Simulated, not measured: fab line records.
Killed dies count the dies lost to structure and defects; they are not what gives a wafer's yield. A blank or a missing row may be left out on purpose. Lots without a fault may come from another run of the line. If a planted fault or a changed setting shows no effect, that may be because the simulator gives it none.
fab line records	flow nandHarc
record: lots: 24	wafers: 72	lastDay: 24
route steps=1159 shown A_STAIRCASE@554
lots with no fault: from the same line, run without faults
startH: hours from the record's opening day to when the first of the lot's shown wafers began	waitH: how many hours have passed since the lot's step before this one	" the same as in the row above	L1.1+2: a single row standing in for several wafers	- value missing, or start not given	* or withheld: withheld	< > ~ a bound
route shown NAME@n: names a module that has steps shown in the file, with the first one's number in the route	usual: the fault-free wafers' mean and standard deviation	same: alike in all rows	chamber/n: place in a boat	sites: each site's reading	_std_site: the standard deviation of these	_edge_site: inner sites' mean taken away from outer sites' mean	radiusMm: how far each site lies from the wafer's centre	mask NAME#n: copy n	behind: the last tool/chamber to shape the wafer	hold: why the lot was held/for how many hours/how that ended	device: which transistor (n, p or np) failed to switch	end of line: the route-end tests of the same wafers	where a step has no rows: the recipe by itself	killed: dies lost to structure and defects at the first sort, not the wafer's yield	map: a wafer's dies, marking killed ones x, the rest . and places with no die _
set.NAME: the setting as run; set.NAME@STEP: as run at that earlier step	model.NAME: the simulator's own value behind a step, which no gauge read
route steps across a sampled set of lots; one table per step, one row per wafer
services: a tool's chamber out of use, with start hour (startH, from the record's first day; less than 0 if before it), hours out, and reason
== steps ==
step: NHARC_A_STAIRCASE_TRIM_18
recipe: timeS: 211.2	o2FlowSccm: 500	arFlowSccm: 0	biasW: 0	chemistry: O2
usual: drypumpMotorCurrentA: 5.9/0.32	oesProductAu: 1.000/0.0073	rfVppV: 57.9/0.86	showerheadPlenumPTorr: 3.58/0.13	throttleValvePct: 17.036/0.0093
same: biasW: 0
lot.wafer	tool	chamber	startH	waitH	drypumpMotorCurrentA	oesProductAu	rfHoursCounterH	rfVppV	showerheadPlenumPTorr	throttleValvePct
L074.1	rieDiel-13	0	-	-	5.9	0.999	56	58.0	3.29	17.011
L074.5	"	3	"	"	6.4	1.002	-	59.1	3.66	17.032
L074.6	"	0	"	"	5.9	0.998	-	56.4	3.29	17.028
L075.2	rieDiel-08	0	-	-	6.0	1.002	39	58.1	3.68	17.048
L075.1	"	1	"	"	5.2	1.006	40	57.9	3.62	17.025
L075.4	"	2	"	"	5.6	0.998	33	58.4	3.38	17.047
L077.1	rieDiel-05	2	-	-	5.6	1.003	29	58.4	3.55	17.044
L077.5	"	1	"	"	5.9	0.991	-	59.0	3.71	17.028
L077.6	"	2	"	"	5.6	1.006	-	58.1	3.55	17.039
L078.2	rieDiel-05	1	-	-	5.9	0.991	31	58.5	3.71	17.036
L078.1	"	2	"	"	5.6	0.995	32	57.3	3.55	17.029
L078.6	"	0	"	"	6.1	0.999	-	58.0	3.75	17.028
L076.4	rieDiel-13	0	-	-	5.9	0.998	64	57.3	3.28	17.032
L076.2	"	1	"	"	6.3	1.003	64	58.0	3.45	17.029
L076.6	"	0	"	"	5.9	0.996	-	55.9	3.28	17.053
L079.2	rieDiel-05	3	-	-	6.3	1.007	34	57.3	3.57	17.042
L079.3	"	0	"	"	6.1	1.006	34	57.7	3.75	17.041
L079.1	"	2	"	"	5.6	1.022	33	56.2	3.55	17.048
L080.2	rieDiel-08	1	-	-	5.2	0.988	57	57.4	3.62	17.031
L080.5	"	2	"	"	5.6	1.002	-	58.1	3.37	17.038
L080.6	"	3	"	"	5.7	1.008	-	57.3	3.44	17.035
L082.1	rieDiel-08	2	-	-	5.6	0.994	47	57.3	3.37	17.024
L082.3	"	3	"	"	5.7	1.008	53	57.3	3.44	17.038
L082.6	"	1	"	"	5.2	0.998	-	58.6	3.62	17.047
L081.1	rieDiel-13	3	-	-	6.3	0.988	0	59.1	3.66	17.027
L081.6	"	3	"	"	6.4	1.004	-	57.1	3.66	17.032
L081.5	"	0	"	"	5.9	0.995	-	58.2	3.81	17.027
L083.6	rieDiel-05	1	-	-	5.9	0.998	-	59.7	3.71	17.023
L083.4	"	2	"	"	5.6	1.008	-	58.6	3.54	17.029
L083.5	"	3	"	"	6.3	1.006	-	57.3	3.56	17.037
L084.1	rieDiel-05	2	-	-	5.6	1.012	46	59.1	3.54	17.031
L084.4	"	1	"	"	5.9	1.004	42	58.9	3.70	17.027
L084.6	"	3	"	"	6.2	0.998	-	57.6	3.56	17.031
L086.2	rieDiel-05	2	-	-	5.6	1.000	49	58.1	3.54	17.030
L086.6	"	1	"	"	5.9	1.001	-	59.1	3.70	17.033
L086.5	"	2	"	"	5.6	0.993	-	57.8	3.54	17.055
L085.2	rieDiel-13	3	-	-	6.4	1.014	12	56.9	3.65	17.042
L085.4	"	1	"	"	6.3	0.998	11	58.6	3.44	17.023
L085.6	"	2	"	"	5.8	1.004	-	57.4	3.56	17.030
L087.1	rieDiel-13	0	-	-	5.9	0.994	17	57.3	3.80	17.022
L087.4	"	2	"	"	5.8	1.007	14	58.8	3.55	17.047
L087.6	"	1	"	"	6.3	0.993	-	58.1	3.44	17.043
L089.3	rieDiel-08	0	-	-	6.0	0.999	6	58.9	3.67	17.045
L089.4	"	0	"	"	6.0	0.999	-	57.7	3.66	17.041
L089.6	"	1	"	"	5.2	0.993	-	58.9	3.61	17.051
L090.1	rieDiel-05	0	-	-	6.1	1.001	56	56.9	3.74	17.034
L090.6	"	1	"	"	5.9	1.006	-	59.9	3.70	17.033
L090.5	"	2	"	"	5.6	1.006	-	58.2	3.53	17.031
L091.3	rieDiel-13	3	-	-	6.3	1.001	20	58.2	3.64	17.020
L091.1	"	0	"	"	5.9	0.999	19	57.8	3.80	17.045
L091.6	"	1	"	"	6.2	1.005	-	57.3	3.43	17.030
L088.3	rieDiel-05	2	-	-	5.6	1.006	61	56.8	3.53	17.036
L088.4	"	0	"	"	6.1	1.003	57	58.5	3.74	17.036
L088.5	"	2	"	"	5.6	1.005	-	58.9	3.53	17.033
L095.1	rieDiel-08	1	-	-	5.2	0.985	13	58.1	3.61	17.027
L095.5	"	0	"	"	6.0	1.010	-	58.2	3.66	17.036
L095.6	"	1	"	"	5.2	0.983	-	59.9	3.61	17.029
L093.2	rieDiel-08	2	-	-	5.6	0.988	16	57.1	3.36	17.042
L093.4	"	3	"	"	5.7	1.006	16	58.6	3.43	17.039
L093.1	"	0	"	"	6.0	0.990	17	58.3	3.66	17.027
L094.2	rieDiel-13	0	-	-	5.9	0.997	28	58.3	3.79	17.033
L094.3	"	1	"	"	6.2	1.000	29	57.0	3.43	17.040
L094.6	"	3	"	"	6.3	1.006	-	58.0	3.64	17.031
L092.1	rieDiel-08	2	-	-	5.6	0.995	17	58.5	3.36	17.058
L092.6	"	3	"	"	5.7	0.994	-	57.3	3.43	17.034
L092.5	"	0	"	"	6.0	0.991	-	58.8	3.66	17.049
L096.3	rieDiel-08	0	-	-	6.0	0.994	22	60.0	3.66	17.034
L096.4	"	1	"	"	5.2	0.986	21	57.9	3.60	17.026
L096.6	"	3	"	"	5.7	0.993	-	57.9	3.42	17.041
L097.3	rieDiel-05	0	-	-	6.1	0.997	7	58.4	3.73	17.038
L097.5	"	0	"	"	6.1	1.009	-	57.7	3.73	17.051
L097.6	"	1	"	"	5.9	1.002	-	57.0	3.69	17.035
step: NHARC_A_STAIRCASE_ETCH_201
recipe: targetDepthA: 1000	timeS: 40.5	ionEnergyEv: 400	c4f8FlowSccm: 20	o2FlowSccm: 10	arFlowSccm: withheld	rfW: 600	biasW: 1000	chemistry: C4F8/O2
usual: biasW: 1000.1/3	oesProductAu: 0.941/0.0089	rfVppV: 897/5
lot.wafer	tool	chamber	startH	waitH	biasW	oesProductAu	rfHoursCounterH	rfVppV
L074.1	rieDiel-13	1	-	-	1001.3	0.935	57	893
L074.5	"	1	"	"	1003.3	0.939	-	894
L074.6	"	2	"	"	1003.1	0.948	-	898
L075.2	rieDiel-05	0	-	-	992.4	0.948	29	903
L075.1	"	1	"	"	1002.5	0.944	29	902
L075.4	"	2	"	"	995.4	0.943	30	898
L077.1	rieDiel-13	0	-	-	994.1	0.948	64	888
L077.6	"	3	"	"	996.6	0.943	-	900
L077.5	"	0	"	"	1000.0	0.946	-	886
L078.2	rieDiel-13	1	-	-	998.0	0.941	66	892
L078.1	"	2	"	"	1001.7	0.947	62	897
L078.6	"	2	"	"	1002.8	0.946	-	897
L076.2	rieDiel-13	1	-	-	1003.9	0.946	66	893
L076.4	"	1	"	"	1001.0	0.935	-	893
L076.6	"	0	"	"	999.7	0.944	-	886
L079.3	rieDiel-05	0	-	-	996.2	0.941	36	903
L079.2	"	2	"	"	1003.4	0.941	35	896
L079.1	"	3	"	"	997.7	0.926	36	897
L080.2	rieDiel-05	1	-	-	999.6	0.945	38	901
L080.5	"	3	"	"	1004.7	0.943	-	897
L080.6	"	1	"	"	1001.4	0.940	-	904
L082.1	rieDiel-08	3	-	-	1001.0	0.946	55	893
L082.3	"	0	"	"	1002.7	0.946	57	900
L082.6	"	3	"	"	1001.3	0.945	-	892
L081.1	rieDiel-13	1	-	-	999.7	0.947	2	893
L081.6	"	1	"	"	1002.7	0.945	-	892
L081.5	"	2	"	"	1001.4	0.956	-	898
L083.4	rieDiel-05	2	-	-	999.8	0.938	45	896
L083.5	"	3	"	"	994.4	0.938	-	898
L083.6	"	0	"	"	995.0	0.938	-	904
L084.1	rieDiel-13	0	-	-	996.8	0.935	8	906
L084.4	"	2	"	"	1001.7	0.956	9	899
L084.6	"	0	"	"	1002.5	0.935	-	906
L086.2	rieDiel-08	1	-	-	1004.3	0.935	2	900
L086.5	"	3	"	"	999.9	0.941	-	892
L086.6	"	0	"	"	995.9	0.941	-	902
L085.4	rieDiel-08	1	-	-	993.6	0.929	2	900
L085.2	"	2	"	"	1003.2	0.957	2	890
L085.6	"	0	"	"	1000.2	0.945	-	903
L087.4	rieDiel-08	2	-	-	1003.1	0.929	8	890
L087.1	"	3	"	"	1002.5	0.939	7	892
L087.6	"	1	"	"	1004.9	0.922	-	899
L089.4	rieDiel-08	3	-	-	1001.2	0.946	7	892
L089.3	"	1	"	"	1000.0	0.942	8	900
L089.6	"	2	"	"	1003.7	0.941	-	889
L090.1	rieDiel-08	2	-	-	998.6	0.937	11	890
L090.5	"	2	"	"	996.7	0.934	-	890
L090.6	"	3	"	"	995.2	0.945	-	892
L091.1	rieDiel-05	3	-	-	1000.1	0.937	61	899
L091.3	"	1	"	"	997.1	0.949	58	902
L091.6	"	0	"	"	999.2	0.942	-	903
L088.4	rieDiel-13	1	-	-	1001.8	0.935	22	892
L088.3	"	2	"	"	998.4	0.948	18	896
L088.5	"	1	"	"	1002.7	0.942	-	892
L095.1	rieDiel-05	2	-	-	999.0	0.940	3	896
L095.5	"	1	"	"	1000.0	0.941	-	902
L095.6	"	2	"	"	998.0	0.950	-	895
L093.2	rieDiel-08	2	-	-	1002.8	0.942	18	888
L093.1	"	3	"	"	1002.8	0.943	18	892
L093.4	"	1	"	"	1000.7	0.929	19	899
L094.2	rieDiel-08	0	-	-	999.1	0.920	20	901
L094.3	"	2	"	"	997.5	0.935	19	888
L094.6	"	0	"	"	998.7	0.916	-	901
L092.1	rieDiel-13	1	-	-	1005.6	0.931	32	893
L092.5	"	2	"	"	1003.5	0.938	-	896
L092.6	"	3	"	"	999.5	0.954	-	901
L096.3	rieDiel-13	3	-	-	995.1	0.942	36	901
L096.4	"	1	"	"	999.4	0.942	36	892
L096.6	"	3	"	"	1000.1	0.942	-	899
L097.3	rieDiel-05	2	-	-	1003.8	0.937	9	897
L097.5	"	0	"	"	1000.8	0.946	-	904
L097.6	"	1	"	"	1002.3	0.928	-	902
step: NHARC_A_STAIRCASE_DESCUM_252
recipe: timeS: 3	o2FlowSccm: 200	arFlowSccm: 0	biasPowerW: 0	chemistry: O2
usual: drypumpMotorCurrentA: 5.8/0.33	oesProductAu: 0.998/0.0071	rfVppV: 57.9/0.87	showerheadPlenumPTorr: 1.94/0.078	throttleValvePct: 11.310/0.009
lot.wafer	tool	chamber	startH	waitH	drypumpMotorCurrentA	oesProductAu	rfHoursCounterH	rfVppV	showerheadPlenumPTorr	throttleValvePct
L074.1	rieDiel-05	2	239.99	-	5.6	1.009	25	58.2	1.93	11.304
L074.5	"	3	"	"	6.2	1.010	-	59.8	1.94	11.299
L074.6	"	0	"	"	6.1	1.005	-	59.3	2.05	11.319
L075.1	rieDiel-08	1	256.82	-	5.2	0.984	46	57.7	1.97	11.322
L075.2	"	2	"	"	5.6	0.990	37	56.9	1.83	11.301
L075.4	"	3	"	"	5.7	1.008	44	57.9	1.87	11.300
L077.1	rieDiel-05	1	261.73	-	5.9	1.009	33	58.0	2.02	11.302
L077.5	"	0	"	"	6.1	1.000	-	57.6	2.04	11.297
L077.6	"	1	"	"	5.9	1.001	-	57.7	2.02	11.317
L078.1	rieDiel-08	3	268.38	-	5.6	0.995	48	57.5	1.86	11.319
L078.2	"	2	"	"	5.6	0.990	41	57.0	1.82	11.311
L078.6	"	0	"	"	6.0	0.995	-	57.6	2.00	11.308
L076.2	rieDiel-05	1	272.59	-	5.9	0.993	35	57.8	2.02	11.315
L076.4	"	3	"	"	6.2	0.997	39	57.3	1.93	11.310
L076.6	"	0	"	"	6.1	1.009	-	58.3	2.04	11.311
L079.2	rieDiel-05	1	273.01	-	5.9	0.995	35	57.6	2.02	11.316
L079.3	"	3	"	"	6.3	0.988	39	57.8	1.93	11.315
L079.1	"	0	"	"	6.1	0.995	39	58.1	2.04	11.293
L080.2	rieDiel-05	1	296.33	-	5.9	1.008	40	57.7	2.02	11.319
L080.6	"	2	"	"	5.6	1.010	-	57.0	1.92	11.312
L080.5	"	3	"	"	6.2	1.000	-	57.5	1.93	11.301
L082.3	rieDiel-05	0	296.98	-	6.1	1.000	43	56.7	2.04	11.329
L082.1	"	3	"	"	6.2	0.998	45	57.3	1.93	11.296
L082.6	"	1	"	"	5.9	0.999	-	57.7	2.02	11.312
L081.1	rieDiel-13	0	297.86	-	5.9	1.006	5	57.7	2.07	11.306
L081.5	"	2	"	"	5.8	1.009	-	58.2	1.93	11.315
L081.6	"	3	"	"	6.3	1.003	-	59.5	1.99	11.304
L083.4	rieDiel-13	3	303.14	-	6.3	0.997	7	57.2	1.99	11.315
L083.5	"	0	"	"	5.9	0.994	-	57.2	2.07	11.308
L083.6	"	1	"	"	6.2	0.993	-	56.2	1.86	11.314
L084.4	rieDiel-08	2	315.02	-	5.6	1.003	1	56.6	1.82	11.304
L084.1	"	1	"	"	5.2	0.995	1	57.7	1.96	11.324
L084.6	"	2	"	"	5.6	1.001	-	57.0	1.82	11.316
L086.2	rieDiel-08	1	321.90	-	5.2	0.990	4	57.8	1.96	11.307
L086.6	"	3	"	"	5.6	0.998	-	57.5	1.86	11.317
L086.5	"	1	"	"	5.2	0.986	-	58.9	1.96	11.316
L085.2	rieDiel-08	0	323.96	-	6.0	1.003	4	57.8	1.99	11.329
L085.4	"	1	"	"	5.1	0.999	5	57.7	1.96	11.315
L085.6	"	0	"	"	6.0	0.998	-	58.0	1.99	11.304
L087.4	rieDiel-05	1	339.62	-	5.9	1.014	58	58.4	2.01	11.299
L087.1	"	2	"	"	5.6	1.007	62	57.4	1.91	11.309
L087.6	"	3	"	"	6.2	1.001	-	57.9	1.93	11.295
L089.3	rieDiel-08	1	339.98	-	5.2	0.980	10	57.9	1.96	11.303
L089.4	"	3	"	"	5.7	0.999	10	57.5	1.86	11.308
L089.6	"	2	"	"	5.6	1.009	-	55.4	1.82	11.314
L090.1	rieDiel-08	2	345.33	-	5.6	0.998	13	58.0	1.82	11.303
L090.5	"	2	"	"	5.6	0.994	-	58.1	1.82	11.321
L090.6	"	3	"	"	5.7	1.010	-	56.8	1.86	11.325
L091.3	rieDiel-08	2	345.74	-	5.6	0.995	13	55.8	1.82	11.305
L091.1	"	0	"	"	6.0	1.007	12	58.6	1.99	11.305
L091.6	"	2	"	"	5.6	0.990	-	57.8	1.82	11.310
L088.4	rieDiel-08	2	346.11	-	5.6	0.996	13	58.2	1.82	11.311
L088.3	"	3	"	"	5.7	0.996	12	57.3	1.86	11.315
L088.5	"	3	"	"	5.7	0.997	-	57.6	1.86	11.311
L095.1	rieDiel-08	0	363.02	-	6.0	0.993	22	59.1	1.99	11.308
L095.5	"	2	"	"	5.6	1.006	-	57.1	1.81	11.308
L095.6	"	3	"	"	5.7	1.001	-	56.0	1.85	11.314
L093.2	rieDiel-08	0	363.94	-	6.0	1.000	22	57.0	1.99	11.322
L093.4	"	1	"	"	5.2	0.989	21	58.5	1.96	11.318
L093.1	"	2	"	"	5.6	0.998	20	57.8	1.81	11.296
L094.2	rieDiel-13	3	366.93	-	6.4	0.990	34	58.0	1.98	11.309
L094.3	"	2	"	"	5.8	1.006	31	57.4	1.92	11.329
L094.6	"	3	"	"	6.4	0.994	-	60.2	1.98	11.312
L092.1	rieDiel-13	2	367.12	-	5.8	1.001	31	58.4	1.92	11.294
L092.5	"	3	"	"	6.3	0.998	-	58.9	1.98	11.308
L092.6	"	0	"	"	5.9	0.988	-	59.7	2.07	11.311
L096.4	rieDiel-13	0	379.52	-	5.8	0.997	40	58.7	2.06	11.303
L096.3	"	2	"	"	5.8	1.005	36	58.0	1.92	11.294
L096.6	"	3	"	"	6.4	0.987	-	58.3	1.97	11.321
L097.3	rieDiel-08	2	379.66	-	5.6	1.005	26	55.7	1.81	11.318
L097.6	"	0	"	"	6.0	0.999	-	59.3	1.99	11.296
L097.5	"	1	"	"	5.2	0.993	-	58.6	1.95	11.315
step: NHARC_A_STAIRCASE_ETCH_253
recipe: targetDepthA: 500	timeS: 20.2	ionEnergyEv: 400	c4f8FlowSccm: 20	o2FlowSccm: 10	arFlowSccm: withheld	rfW: 600	biasW: 1000	chemistry: C4F8/O2
usual: biasW: 1000/3	oesProductAu: 0.946/0.016	rfVppV: 898/4.7
lot.wafer	tool	chamber	startH	waitH	biasW	oesProductAu	rfHoursCounterH	rfVppV
L074.1	rieDiel-05	0	240.05	0.1	1002	0.959	24	903
L074.5	"	0	"	"	1000	0.962	-	903
L074.6	"	1	"	"	1003	0.965	-	904
L075.4	rieDiel-08	0	256.91	0.1	1009	0.922	44	901
L075.2	"	2	"	"	998	0.915	37	890
L075.1	"	3	"	"	1005	0.914	44	892
L077.1	rieDiel-05	2	262.13	0.4	1001	0.949	34	897
L077.6	"	0	"	"	998	0.949	-	903
L077.5	"	1	"	"	1008	0.943	-	902
L078.1	rieDiel-08	1	268.47	0.1	1003	0.959	50	899
L078.2	"	2	"	"	999	0.955	41	891
L078.6	"	1	"	"	996	0.959	-	900
L076.4	rieDiel-05	1	272.67	0.1	993	0.950	35	904
L076.2	"	0	"	"	1003	0.943	39	905
L076.6	"	1	"	"	998	0.955	-	905
L079.2	rieDiel-05	3	273.10	0.1	1001	0.912	39	897
L079.1	"	0	"	"	1000	0.924	39	903
L079.3	"	1	"	"	997	0.924	35	901
L080.2	rieDiel-05	0	296.40	0.1	1002	0.930	42	904
L080.5	"	1	"	"	994	0.915	-	902
L080.6	"	2	"	"	996	0.928	-	896
L082.3	rieDiel-05	3	297.14	0.2	999	0.937	45	898
L082.1	"	2	"	"	1000	0.952	45	897
L082.6	"	0	"	"	999	0.938	-	904
L081.1	rieDiel-13	2	297.94	0.1	1001	0.939	6	897
L081.5	"	3	"	"	1002	0.944	-	900
L081.6	"	0	"	"	1001	0.949	-	904
L083.4	rieDiel-13	3	303.20	0.1	1002	0.962	7	900
L083.5	"	2	"	"	997	0.965	-	899
L083.6	"	3	"	"	1003	0.953	-	900
L084.1	rieDiel-08	3	315.12	0.1	999	0.943	1	893
L084.4	"	0	"	"	999	0.961	2	900
L084.6	"	3	"	"	999	0.947	-	893
L086.2	rieDiel-08	3	322.02	0.1	1002	0.924	5	893
L086.6	"	2	"	"	1001	0.931	-	890
L086.5	"	3	"	"	997	0.934	-	893
L085.4	rieDiel-08	2	324.05	0.1	999	0.953	5	891
L085.2	"	0	"	"	997	0.945	4	900
L085.6	"	1	"	"	1004	0.936	-	899
L087.1	rieDiel-05	3	339.68	0.1	1001	0.938	61	896
L087.4	"	1	"	"	995	0.959	58	903
L087.6	"	0	"	"	1001	0.954	-	903
L089.4	rieDiel-08	2	340.07	0.1	998	0.965	11	890
L089.3	"	0	"	"	999	0.981	10	901
L089.6	"	3	"	"	1005	0.979	-	892
L090.1	rieDiel-08	0	345.42	0.1	1001	0.952	12	901
L090.5	"	0	"	"	999	0.957	-	902
L090.6	"	1	"	"	1003	0.955	-	898
L091.3	rieDiel-08	2	345.83	0.1	1001	0.949	13	891
L091.1	"	3	"	"	994	0.949	12	892
L091.6	"	2	"	"	1002	0.940	-	890
L088.4	rieDiel-08	0	346.20	0.1	1000	0.976	12	900
L088.3	"	1	"	"	1008	0.970	13	899
L088.5	"	3	"	"	1003	0.968	-	892
L095.1	rieDiel-08	1	363.09	0.1	1001	0.966	21	899
L095.6	"	0	"	"	1002	0.975	-	900
L095.5	"	1	"	"	999	0.973	-	898
L093.4	rieDiel-08	2	364.02	0.1	999	0.940	20	889
L093.2	"	3	"	"	1001	0.948	20	892
L093.1	"	1	"	"	996	0.954	21	899
L094.2	rieDiel-13	0	367.02	0.1	1001	0.926	33	905
L094.3	"	1	"	"	1001	0.925	34	893
L094.6	"	1	"	"	1001	0.923	-	892
L092.1	rieDiel-13	2	367.30	0.2	1006	0.956	31	898
L092.5	"	3	"	"	998	0.947	-	899
L092.6	"	0	"	"	1000	0.944	-	905
L096.4	rieDiel-13	0	379.64	0.1	1002	0.929	40	907
L096.3	"	2	"	"	1002	0.939	36	898
L096.6	"	3	"	"	999	0.939	-	898
L097.3	rieDiel-08	2	379.79	0.1	999	0.953	26	891
L097.5	"	2	"	"	1002	0.948	-	890
L097.6	"	3	"	"	1001	0.971	-	893
step: NHARC_A_STAIRCASE_ETCH_294
recipe: targetDepthA: 49920	timeS: 1212.4	ionEnergyEv: 800	c4f8FlowSccm: 80	o2FlowSccm: 60	arFlowSccm: withheld	rfW: 600	biasW: 3000	chemistry: C4F8/O2/Ar
usual: biasW: 3000/8.6	oesProductAu: 0.933/0.01	rfVppV: 1829/10
lot.wafer	tool	chamber	startH	waitH	biasW	oesProductAu	rfHoursCounterH	rfVppV
L074.1	rieDiel-08	2	-	-	3005	0.932	33	1814
L074.6	"	1	"	"	3013	0.939	-	1833
L074.5	"	2	"	"	3009	0.934	-	1816
L075.2	rieDiel-08	2	-	-	2991	0.931	38	1814
L075.1	"	0	"	"	3001	0.945	45	1838
L075.4	"	1	"	"	3005	0.945	47	1832
L077.1	rieDiel-08	2	-	-	3002	0.936	41	1815
L077.6	"	0	"	"	3003	0.940	-	1837
L077.5	"	1	"	"	3020	0.922	-	1834
L078.2	rieDiel-08	1	-	-	3006	0.927	52	1833
L078.1	"	2	"	"	3011	0.928	42	1813
L078.6	"	3	"	"	2997	0.944	-	1819
L076.4	rieDiel-08	1	-	-	2999	0.918	53	1833
L076.2	"	3	"	"	2995	0.930	50	1820
L076.6	"	1	"	"	3014	0.922	-	1834
L079.3	rieDiel-08	0	-	-	3000	0.936	53	1838
L079.2	"	2	"	"	3001	0.935	43	1816
L079.1	"	3	"	"	2999	0.932	51	1821
L080.2	rieDiel-08	0	-	-	2994	0.954	62	1837
L080.5	"	3	"	"	3002	0.939	-	1820
L080.6	"	0	"	"	3001	0.938	-	1837
L082.3	rieDiel-13	2	-	-	3002	0.946	7	1828
L082.1	"	3	"	"	3009	0.927	7	1835
L082.6	"	1	"	"	2999	0.941	-	1821
L081.1	rieDiel-05	2	-	-	3005	0.920	47	1828
L081.5	"	0	"	"	3006	0.925	-	1844
L081.6	"	1	"	"	2996	0.925	-	1839
L083.4	rieDiel-13	3	-	-	2993	0.928	12	1836
L083.5	"	1	"	"	2993	0.930	-	1821
L083.6	"	2	"	"	2988	0.934	-	1829
L084.1	rieDiel-13	3	-	-	2986	0.928	15	1836
L084.6	"	1	"	"	2987	0.923	-	1821
L084.4	"	0	"	"	3008	0.922	-	1847
L086.2	rieDiel-08	2	-	-	2990	0.937	6	1814
L086.5	"	1	"	"	3010	0.926	-	1833
L086.6	"	0	"	"	2999	0.945	-	1838
L085.4	rieDiel-08	2	-	-	2991	0.943	7	1813
L085.2	"	3	"	"	2984	0.955	6	1819
L085.6	"	2	"	"	2995	0.937	-	1815
L087.4	rieDiel-13	1	-	-	3000	0.931	24	1820
L087.1	"	2	"	"	2986	0.933	20	1827
L087.6	"	0	"	"	3009	0.928	-	1846
L089.4	rieDiel-13	0	-	-	2999	0.920	24	1846
L089.3	"	2	"	"	2998	0.925	21	1829
L089.6	"	1	"	"	2985	0.924	-	1821
L090.1	rieDiel-05	3	-	-	2999	0.921	1	1828
L090.6	"	3	"	"	3018	0.918	-	1829
L090.5	"	0	"	"	3010	0.933	-	1842
L091.1	rieDiel-13	0	-	-	2995	0.935	27	1847
L091.3	"	1	"	"	2994	0.931	28	1820
L091.6	"	3	"	"	2997	0.943	-	1833
L088.4	rieDiel-08	3	-	-	3000	0.947	16	1820
L088.3	"	0	"	"	3002	0.935	18	1837
L088.5	"	3	"	"	3002	0.937	-	1820
L095.1	rieDiel-08	2	-	-	3015	0.948	22	1814
L095.5	"	3	"	"	2990	0.944	-	1819
L095.6	"	0	"	"	2999	0.930	-	1835
L093.4	rieDiel-05	3	-	-	2993	0.921	8	1829
L093.2	"	0	"	"	3014	0.933	8	1840
L093.1	"	1	"	"	3004	0.928	7	1840
L094.3	rieDiel-08	1	-	-	2990	0.945	23	1832
L094.2	"	0	"	"	3000	0.958	25	1836
L094.6	"	2	"	"	3002	0.944	-	1814
L092.1	rieDiel-13	0	-	-	2979	0.930	38	1845
L092.6	"	2	"	"	3000	0.936	-	1828
L092.5	"	3	"	"	2995	0.926	-	1834
L096.4	rieDiel-13	2	-	-	2993	0.931	38	1828
L096.3	"	0	"	"	2994	0.929	42	1844
L096.6	"	2	"	"	3014	0.924	-	1828
L097.3	rieDiel-08	3	-	-	3002	0.939	28	1819
L097.5	"	2	"	"	2996	0.915	-	1814
L097.6	"	3	"	"	3003	0.924	-	1821
step: NHARC_A_STAIRCASE_DEP_417
recipe: targetThkA: 600	stepCoveragePct: 20	tempC: 400	targetThkNm: 60	flowSccm: 200	rfW: 450	material: Si3N4
usual: heaterPowerW: 712/100
lot.wafer	tool	chamber	startH	waitH	heaterPowerW
L074.1	pecvd-02	0	255.65	-	757
L074.5	"	1	"	"	770
L074.6	"	0	"	"	762
L075.1	pecvd-03	2	273.95	-	887
L075.2	"	0	"	"	641
L075.4	"	1	"	"	782
L077.1	pecvd-04	2	278.67	-	594
L077.6	"	1	"	"	772
L077.5	"	0	"	"	714
L078.2	pecvd-02	1	282.53	-	708
L078.1	"	2	"	"	824
L078.6	"	0	"	"	679
L076.2	pecvd-02	0	288.57	-	761
L076.6	"	1	"	"	762
L076.4	"	2	"	"	692
L079.3	pecvd-03	1	291.06	-	739
L079.1	"	2	"	"	936
L079.2	"	0	"	"	640
L080.2	pecvd-02	2	311.95	-	790
L080.6	"	0	"	"	683
L080.5	"	1	"	"	758
L082.1	pecvd-04	1	313.25	-	623
L082.3	"	0	"	"	733
L082.6	"	0	"	"	722
L081.1	pecvd-04	2	315.37	-	549
L081.6	"	2	"	"	560
L081.5	"	1	"	"	730
L083.4	pecvd-04	1	322.23	-	704
L083.5	"	2	"	"	573
L083.6	"	0	"	"	725
L084.1	pecvd-03	0	331.92	-	582
L084.4	"	0	"	"	590
L084.6	"	1	"	"	625
L086.2	pecvd-04	1	335.58	-	713
L086.6	"	2	"	"	601
L086.5	"	0	"	"	693
L085.2	pecvd-03	1	339.46	-	713
L085.4	"	2	"	"	914
L085.6	"	0	"	"	676
L087.1	pecvd-03	0	356.82	-	664
L087.4	"	1	"	"	767
L087.6	"	2	"	"	914
L089.3	pecvd-04	2	358.87	-	604
L089.6	"	2	"	"	592
L089.4	"	1	"	"	783
L091.1	pecvd-04	1	363.48	-	643
L091.3	"	2	"	"	562
L091.6	"	2	"	"	569
L090.1	pecvd-04	2	363.89	-	572
L090.6	"	0	"	"	599
L090.5	"	1	"	"	650
L088.3	pecvd-04	1	365.03	-	772
L088.5	"	0	"	"	724
L088.4	"	1	"	"	765
L095.1	pecvd-03	1	377.86	-	774
L095.6	"	0	"	"	634
L095.5	"	1	"	"	758
L093.2	pecvd-02	2	380.36	-	759
L093.1	"	0	"	"	792
L093.4	"	1	"	"	641
L094.2	pecvd-03	0	382.00	-	647
L094.3	"	2	"	"	893
L094.6	"	0	"	"	635
L092.1	pecvd-03	2	386.92	-	939
L092.5	"	0	"	"	639
L092.6	"	1	"	"	774
L096.3	pecvd-02	2	394.99	-	699
L096.4	"	1	"	"	730
L096.6	"	0	"	"	776
L097.3	pecvd-02	2	396.35	-	686
L097.5	"	2	"	"	674
L097.6	"	0	"	"	768
== services ==
tool	chamber	startH	hours	kind
rieDiel-08	0	207.63	-	clean
rieDiel-08	1	207.63	-	clean
rieDiel-08	2	207.63	-	clean
rieDiel-08	3	207.63	-	clean
rieDiel-13	1	219.31	4.5	repair
rieDiel-08	-	219.92	0.8	repair
rieDiel-08	0	232.13	-	clean
rieDiel-08	1	232.13	-	clean
rieDiel-08	2	232.13	-	clean
rieDiel-08	3	232.13	-	clean
pecvd-02	2	233.49	16.3	repair
rieDiel-13	3	261.93	3.9	repair
rieDiel-05	1	263.63	6.6	repair
pecvd-03	-	267.46	0.8	repair
rieDiel-13	-	276.14	9.0	pm
pecvd-03	-	288.20	2.5	repair
pecvd-03	-	292.00	13.0	pm
pecvd-02	1	318.95	13.3	repair
rieDiel-08	3	325.44	4.3	repair
pecvd-02	-	334.89	13.0	pm
rieDiel-05	-	341.54	9.0	pm
rieDiel-05	2	373.55	2.0	repair
pecvd-04	-	376.80	13.0	pm
pecvd-04	-	391.06	0.7	repair
== key ==
fault none
